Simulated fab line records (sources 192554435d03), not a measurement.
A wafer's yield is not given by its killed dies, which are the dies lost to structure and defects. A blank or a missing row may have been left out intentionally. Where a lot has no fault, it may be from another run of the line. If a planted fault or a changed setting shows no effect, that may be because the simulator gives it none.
fab line records ; flow n5Finfet
[record] lots = 4; wafers = 12; lastDay = 18
route steps=1938 shown BEOL_M13@1663 PASSIVATION@1936
lots with no fault: from the same line, run without faults
startH: hours from the record's opening day to when the first of the lot's shown wafers began ; waitH: hours elapsed since this lot's preceding step ; " repeats the value in the row above ; L1.1+2: several wafers, shown together as one row ; - no value present, or no start provided ; * or withheld: withheld ; < > ~ a bound
route shown NAME@n: NAME is a module with steps in the file, n the number in the route of the first one ; usual: mean/standard deviation of fault-free wafers ; same: alike in all rows ; chamber/n: place in a boat ; sites: per-site readings ; _std_site: their standard deviation ; _edge_site: the outer-site mean with the inner-site mean subtracted ; radiusMm: how far each site lies from the wafer's centre ; mask NAME#n: copy n ; behind: the last tool/chamber to shape the wafer ; hold: cause of the lot's hold/its duration in hours/its outcome ; device: which transistor (n, p or np) failed to switch ; end of line: the route-end tests of the same wafers ; step lacking rows: just its recipe ; killed: dies that structure and defects cost at the first sort, which is not the same as the wafer's yield ; map: dies across one wafer; x = killed, . = not, _ = none there
set.NAME: the setting the step ran with; set.NAME@STEP: the setting that earlier step ran with ; model.NAME: the simulator's own value behind a step, which no gauge read
certain route steps with their lots: each step a table, each wafer a row
services: from which hour (startH, from the record's first day; less than 0 if before it) a tool's chamber was out of use, for how many hours, and why
[[steps]]
[step N5_BEOL_M13_EBR_06]
[recipe] solvent = PGMEA; ebrWidthMm = 1.5
[step N5_BEOL_M13_SOFTBAKE_05]
[recipe] tempC = 130; timeS = 60
[step N5_BEOL_M13_EXPOSE_07]
[recipe] maskId = V12; na = 0.93; sourceShape = conventional; sigmaOuter = 0.6; polarization = unpolarized; attpsmPhaseDeg = 180; doseMj = 24.8
[step N5_BEOL_M13_PEB_08]
[recipe] pebTempC = 130; pebTimeS = 90
[step N5_BEOL_M13_DEVELOP_09]
[recipe] developTimeS = 45; rinseLiquid = diw; dry = airSpin; devTempC = 21
[step N5_BEOL_M13_HARDBAKE_14]
[recipe] tempC = 130; timeS = 120
[step N5_BEOL_M13_DESCUM_15]
[recipe] chemistry = O2; timeS = 7.9; sourcePowerW = 50; biasPowerW = 20; pressureMtorr = 20; rfFrequencyHz = 2.712e+07; tempC = 40; o2FlowSccm = 225
[step N5_BEOL_M13_ETCH_59]
[recipe] chemistry = N2/H2; target = BARC; targetDepthA = 890; overetchA = 267; timeS = 67.9; ionEnergyEv = 200; pressureMtorr = 30; sourceW = 840; biasW = 150; n2FlowSccm = 200; h2FlowSccm = 200
[step N5_BEOL_M13_VIA_ETCH_16]
[recipe] chemistry = C4F8/O2/Ar; target = SiOC; pressureMtorr = 30; sourceW = 3000; biasW = 700; Ar_flow_sccm = 400; C4F8_flow_sccm = 15; O2_flow_sccm = 8; heInnerTorr = 15; heOuterTorr = 30; targetDepthA = 9217; timeS = withheld; ionEnergyEv = 250; ends = cleared
[step N5_BEOL_M13_STRIP_63]
[recipe] chemistry = N2/H2; powerW = 1000; tempC = 250; h2Frac = 0.65; overashFraction = 0.3; pressureMtorr = 1000; n2FlowSccm = 1750; h2FlowSccm = 3250
[usual] drypumpMotorCurrentA = 6.08/0.12; heaterPowerW = 318/31; oesProductAu = 0.673/0.0051; stripTimeToEndpointS = 27.4/1.1
[same] overashFraction = 0.3
lot.wafer;tool;chamber;startH;waitH;drypumpMotorCurrentA;heaterPowerW;oesProductAu;rfHoursCounterH;stripTimeToEndpointS
L206.1;plasmaAsher-01;1;283.87;-;5.91;360;0.677;77;28.7
L206.4;plasmaAsher-01;1;283.87;-;5.92;356;0.669;-;26.8
L206.6;plasmaAsher-01;1;283.87;-;5.97;357;0.669;-;24.9
L210.2;plasmaAsher-01;1;314.36;-;5.91;347;0.680;85;27.8
L210.5;plasmaAsher-01;0;314.36;-;6.27;285;0.667;-;27.7
L210.6;plasmaAsher-01;1;314.36;-;5.92;351;0.662;-;27.7
L217.1;plasmaAsher-01;1;346.62;-;5.93;354;0.671;87;26.9
L217.2;plasmaAsher-01;0;346.62;-;6.25;283;0.668;87;28.8
L217.6;plasmaAsher-01;1;346.62;-;5.94;352;0.662;-;25.9
L224.1;plasmaAsher-02;0;398.34;-;6.01;285;0.673;156;29.2
L224.2;plasmaAsher-02;1;398.34;-;6.14;334;0.674;156;29.8
L224.6;plasmaAsher-02;0;398.34;-;6.01;288;0.677;-;28.6
[step N5_BEOL_M13_STRIP_64]
[recipe] chemistry = N2/H2; powerW = 1000; tempC = 250; h2Frac = 0.65; overashFraction = 0.3; pressureMtorr = withheld; n2FlowSccm = 1750; h2FlowSccm = 3250
[step N5_BEOL_M13_STRIP_71]
[recipe] chemistry = postEtchResidueRemover; timeS = 60; tempC = 25; removerPh = withheld; removerWaterWtPct = withheld; removerFluorideWtPct = withheld
[step N5_BEOL_M13_SRD_72]
[recipe] timeS = 30; tempC = 23; rinseLiquid = diw; dry = n2Spin; spinRpm = 1500; dryTimeS = 30
[step N5_BEOL_M13_COAT_65]
[recipe] resist = SOC; tempC = 250; timeS = 60; spinRpm = 1500; resistThkNm = 350
[step N5_BEOL_M13_COAT_66]
[recipe] resist = SiARC; tempC = 220; timeS = 60; spinRpm = 1500; resistThkNm = 110
[step N5_BEOL_M13_COAT_22]
[recipe] spinRpm = 2888; resistThkNm = 300
[step N5_BEOL_M13_EBR_24]
[recipe] solvent = PGMEA; ebrWidthMm = 1.5
[step N5_BEOL_M13_SOFTBAKE_23]
[recipe] tempC = 130; timeS = 60
[step N5_BEOL_M13_EXPOSE_25]
[recipe] maskId = M13; na = 0.93; sourceShape = conventional; sigmaOuter = 0.4; polarization = unpolarized; targetCdNm = 210; doseMj = 22
[step N5_BEOL_M13_PEB_26]
[recipe] pebTempC = 130; pebTimeS = 90
[step N5_BEOL_M13_DEVELOP_27]
[recipe] developTimeS = 45; rinseLiquid = diw; dry = airSpin; devTempC = 21
[step N5_BEOL_M13_HARDBAKE_32]
[recipe] tempC = 130; timeS = 120
[step N5_BEOL_M13_INSPECT_30]
[recipe] mode = adi; inspectInstrument = macro
[usual] rawDefectCount = 2.2/1.4
lot.wafer;tool;chamber;startH;waitH;rawDefectCount
L206.1;defectInspect-02;-;284.45;0.0;1
L206.4;defectInspect-02;-;284.45;0.0;2
L206.6;defectInspect-02;-;284.45;0.0;1
L210.2;defectInspect-01;-;314.98;0.0;1
L210.5;defectInspect-01;-;314.98;0.0;>300
L210.6;defectInspect-01;-;314.98;0.0;3
L217.1;defectInspect-02;-;347.34;0.0;0
L217.2;defectInspect-02;-;347.34;0.0;>300
L217.6;defectInspect-02;-;347.34;0.0;3
L224.1;defectInspect-02;-;399.05;0.0;2
L224.2;defectInspect-02;-;399.05;0.0;2
L224.6;defectInspect-02;-;399.05;0.0;3
[step N5_BEOL_M13_DESCUM_33]
[recipe] chemistry = O2; timeS = 7.9; sourcePowerW = 50; biasPowerW = 20; pressureMtorr = 20; rfFrequencyHz = 2.712e+07; tempC = 40; o2FlowSccm = 225
[step N5_PASSIVATION_PROBE_49]
[usual] defectLimitedYield = 91.0/1.4; killed_at_M0_to_M3 = 33/11; killed_at_M4_up = 14/5; killedAtContacts = 11/7.3; killedAtFrontEnd = 43/12; killedAtOther = 4/3.1; killedDies = 106/17; killedOnRim = 14/3.8; killedOpen = 69/13; killedShort = 34/8.7; sort_bin_5_function = 5.2/0.96; sort_bin_6_memory = 3.3/0.66; sortNPass = 1074/17; sortYieldPct = 91.0/1.4
[same] grossDies = 1180; killedAtBackSide = 0; sort_bin_4_leakage[%] = 0; sort_bin_8_speed[%] = 0
lot.wafer;tool;chamber;startH;waitH;defectLimitedYield[%];killed_at_M0_to_M3;killed_at_M4_up;killedAtContacts;killedAtFrontEnd;killedAtOther;killedDies;killedOnRim;killedOpen;killedShort;sort_bin_5_function[%];sort_bin_6_memory[%];sortNPass;sortYieldPct[%]
L206.1;prober-01;-;321.53;0.0;92.9;32;16;8;22;6;84;7;67;17;3.9;3.1;1096;92.9
L206.4;prober-01;-;321.68;0.2;90.8;57;13;7;29;3;109;14;67;42;4.8;4.2;1071;90.8
L206.6;prober-01;-;321.78;0.3;91.6;38;13;11;32;5;99;12;79;19;5.4;2.8;1081;91.6
L210.2;prober-01;-;349.18;0.1;89.3;60;10;9;41;6;126;17;70;56;5.8;4.5;1054;89.3
L210.5;prober-01;-;349.33;0.2;82.0;22;138;11;36;5;212;26;59;25;10.8;3.8;968;82.0
L210.6;prober-01;-;349.38;0.3;91.7;34;18;5;35;6;98;15;58;33;4.8;2.9;1082;91.7
L217.1;prober-02;-;384.28;0.0;91.7;30;9;6;50;3;98;10;71;27;4.7;3.6;1082;91.7
L217.2;prober-02;-;384.33;0.1;80.2;40;133;10;47;4;234;27;71;31;11.9;4.6;946;80.2
L217.6;prober-02;-;384.53;0.3;90.7;29;18;18;41;4;110;19;65;37;5.3;3.1;1070;90.7
L224.1;prober-01;-;438.18;0.0;92.5;29;11;11;33;4;88;11;50;32;4.2;2.5;1092;92.5
L224.2;prober-01;-;438.23;0.1;93.6;32;17;5;18;3;75;12;59;14;3.7;2.5;1105;93.6
L224.6;prober-01;-;438.43;0.3;89.1;45;29;14;38;3;129;22;88;35;6.2;4.3;1051;89.1
// killed by level:class
L206.1 BEOL_M4:geometricParticle:open=9 BEOL_M0_SAQP:geometricParticle:open=7 BEOL_M3:geometricParticle:open=7 BEOL_M1:geometricParticle:open=7 DUMMY_GATE:geometricParticle:open=6 MOL_CONTACT_COAG:geometricParticle:open=6 STI_FIN_REVEAL:geometricParticle:open=5 BEOL_M0:geometricParticle:open=5
L206.4 BEOL_M0_SAQP:geometricParticle:short=14 BEOL_M0_SAQP:geometricParticle:open=10 BEOL_M2:geometricParticle:open=9 BEOL_M4:geometricParticle:open=7 MOL_CONTACT_COAG:geometricParticle:open=6 BEOL_M1:geometricParticle:open=6 BEOL_M3:geometricParticle:open=6 FIN_SAQP:geometricParticle:short=4
L206.6 MOL_CONTACT_COAG:geometricParticle:open=11 BEOL_M3:geometricParticle:open=11 BEOL_M0_SAQP:geometricParticle:open=9 DUMMY_GATE:geometricParticle:open=7 BEOL_M2:geometricParticle:open=7 FIN_SAQP:geometricParticle:open=4 GATE_CUT:geometricParticle:short=4 GATE_CUT:geometricParticle:open=4
L210.2 BEOL_M0_SAQP:geometricParticle:short=21 FIN_SAQP:geometricParticle:open=15 BEOL_M1:geometricParticle:open=12 BEOL_M0_SAQP:geometricParticle:open=10 BEOL_M2:geometricParticle:open=7 FIN_SAQP:geometricParticle:short=5 GATE_CUT:geometricParticle:short=5 MOL_CONTACT_COAG:geometricParticle:open=5
L210.5 BEOL_M13:unspecified=128 STI_FIN_REVEAL:geometricParticle:open=8 MOL_CONTACT_COAG:geometricParticle:open=7 BEOL_M1:geometricParticle:open=6 BEOL_M2:geometricParticle:open=5 STARTING-WAFER:geometricParticle:open=5 DUMMY_GATE:geometricParticle:open=4 GATE_CUT:geometricParticle:open=4
L210.6 BEOL_M2:geometricParticle:open=10 BEOL_M0_SAQP:geometricParticle:short=7 GATE_CUT:geometricParticle:open=6 BEOL_M4:geometricParticle:open=6 BEOL_M5:geometricParticle:open=6 HKMG_FIN:areaEtch=6 BEOL_M1:geometricParticle:open=5 FIN_SAQP:geometricParticle:short=4
L217.1 STI_FIN_REVEAL:geometricParticle:open=17 FIN_SAQP:geometricParticle:open=14 FIN_SAQP:geometricParticle:short=8 BEOL_M0_SAQP:geometricParticle:short=8 BEOL_M0_SAQP:geometricParticle:open=6 MOL_CONTACT_COAG:geometricParticle:open=5 BEOL_M1:geometricParticle:open=5 BEOL_M2:geometricParticle:open=5
L217.2 BEOL_M13:unspecified=126 BEOL_M0_SAQP:geometricParticle:open=17 BEOL_M0_SAQP:geometricParticle:short=17 STI_FIN_REVEAL:geometricParticle:open=16 FIN_SAQP:geometricParticle:open=15 MOL_CONTACT_COAG:geometricParticle:open=10 FIN_SAQP:geometricParticle:short=6 HKMG_FIN:areaEtch=4
L217.6 MOL_CONTACT_COAG:geometricParticle:open=15 BEOL_M4:geometricParticle:open=9 BEOL_M2:geometricParticle:open=8 HKMG_FIN:areaEtch=7 STI_FIN_REVEAL:geometricParticle:open=6 BEOL_M0_SAQP:geometricParticle:open=6 FIN_SAQP:geometricParticle:short=5 BEOL_M0_SAQP:geometricParticle:short=5
L224.1 MOL_CONTACT_COAG:geometricParticle:open=9 FIN_SAQP:geometricParticle:short=8 BEOL_M1:geometricParticle:open=7 BEOL_M2:geometricParticle:open=7 FIN_SAQP:geometricParticle:open=6 HKMG_FIN:areaEtch=5 BEOL_M4:geometricParticle:open=4 GATE_CUT:geometricParticle:short=4
L224.2 BEOL_M2:geometricParticle:open=9 BEOL_M0_SAQP:geometricParticle:open=7 BEOL_M3:geometricParticle:open=6 BEOL_M7:geometricParticle:open=5 FIN_SAQP:geometricParticle:open=4 MOL_CONTACT_COAG:geometricParticle:open=4 BEOL_M4:geometricParticle:open=4 STI_FIN_REVEAL:geometricParticle:open=3
L224.6 BEOL_M4:geometricParticle:open=14 MOL_CONTACT_COAG:geometricParticle:open=11 BEOL_M2:geometricParticle:open=10 BEOL_M1:geometricParticle:open=8 BEOL_M0_SAQP:geometricParticle:open=7 DUMMY_GATE:geometricParticle:open=6 BEOL_M5:geometricParticle:open=6 STI_FIN_REVEAL:geometricParticle:open=5
// map L210.5 (x killed, . not)
_________________.xxx..x.....________________
______________xxxxxxxx.xx....x.._____________
___________xx.xxxxxxxx.xx..........__________
__________.xxxxxxxxxxxxxxx.........._________
________.x.xxxxxxxxxxxxx.x.xx......x.._______
_______...xxxxxxxxxxxxxxx..............______
______x...xxxxxxxxxxxxxx................_____
_____......xxxxxxxxxxxx.x.x..............____
____........xxxxxxxxxxxx.........x....x...___
___...........xxxxxxxxx...x......x.........__
___.........xxxxxxxxx......x...............__
__.......x....x..x...x...............x......_
__..x.............x........................._
_.......x.x.............x.x..........x.....x.
_..x...........x............x................
_.................x..........x.x.x...........
_..........x........................x..x.x...
_x.x...x.......x...x....................x....
_.........................................x..
_...............x...........x......x.x.......
_x......x....x...x.x........................x
__......x...x....x..x.................x....._
__.........................................._
___...x....x..............x................__
___.x..........................x...........__
____.....x..x..........x..........xx......___
_____.......x.......xx.x..x..x...........____
______.................................._____
_______.............x.....x..x..x......______
________...............x.............._______
__________.........................._________
___________.........x..............__________
______________xx.x.............._____________
_________________x.....x.....________________
// map L217.2 (x killed, . not)
_________________xx..x.x.....________________
______________xxxxxxxxxx.......x_____________
___________..xxxxxxxxxxxx.....x....__________
__________.x.xxxxxxxxxxx............_________
________....xxxxxxxxxxxxxx...x.......x_______
_______...xxxxxxxxxxxxxxxxx...xxx......______
______....x.xxxxxxxxxxxxxx.......xx....._____
_____.x.x..xxxxxxxxxxxxxx..............x.____
____...x..x.xxxxxxxxxxx.x.............x...___
___...x.x.....xxxxxx.xx....................__
___.........x..xxxx.xx..xx.x..xx..........x__
__x.x........x.x.xx..x....x...xx...x..x....._
__......xx.........x.............x.........._
_x......x......x...x........x................
_.x....................x....x..............x.
_.....x.x.....x.......xx......x............x.
_......................x.............x.....x.
_..x....x.x................................xx
_....x.........x.....x.x.....................
_.......x..x............x....................
_............................x..x..x.........
__x..x.........x............................_
__...........x......x.................x....._
___....x..................x............x..x__
___...............................xx.......__
____................................x.....___
_____............x.......x............x..____
______x......x........x.....x.x..x......_____
_______..x..............x..............______
________..............x......x.......x_______
__________x...xx......xx.x.........._________
___________........................__________
______________.................._____________
_________________x.........xx________________
[[services]]
tool;chamber;startH;hours;kind
plasmaAsher-01;-;285.47;1.2;repair
plasmaAsher-01;-;319.35;22.0;repair
plasmaAsher-02;-;325.92;1.3;repair
[[key]]
[firstSign] step = N5_BEOL_M13_INSPECT_30; reading = rawDefectCount; direction = up; sigmas = 99+; usual = 2.2; struck = >300
[effect] step = N5_PASSIVATION_PROBE_49; reading = killed_at_M4_up; direction = up; sigmas = 24; usual = 14; struck = 136
[moreKillsBornAt] N5_BEOL_M13_STRIP_63@plasmaAsher-01 = 254
metAt N5_BEOL_M13_STRIP_63
struckWafers L210.5,L217.2
[fault] kind = chamberParticleSource; tool = plasmaAsher-01; chamber = 0; onsetH = 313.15; steps = N5_BEOL_M13_STRIP_63; ratePerVisitCm2 = 1.2885; endH = 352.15
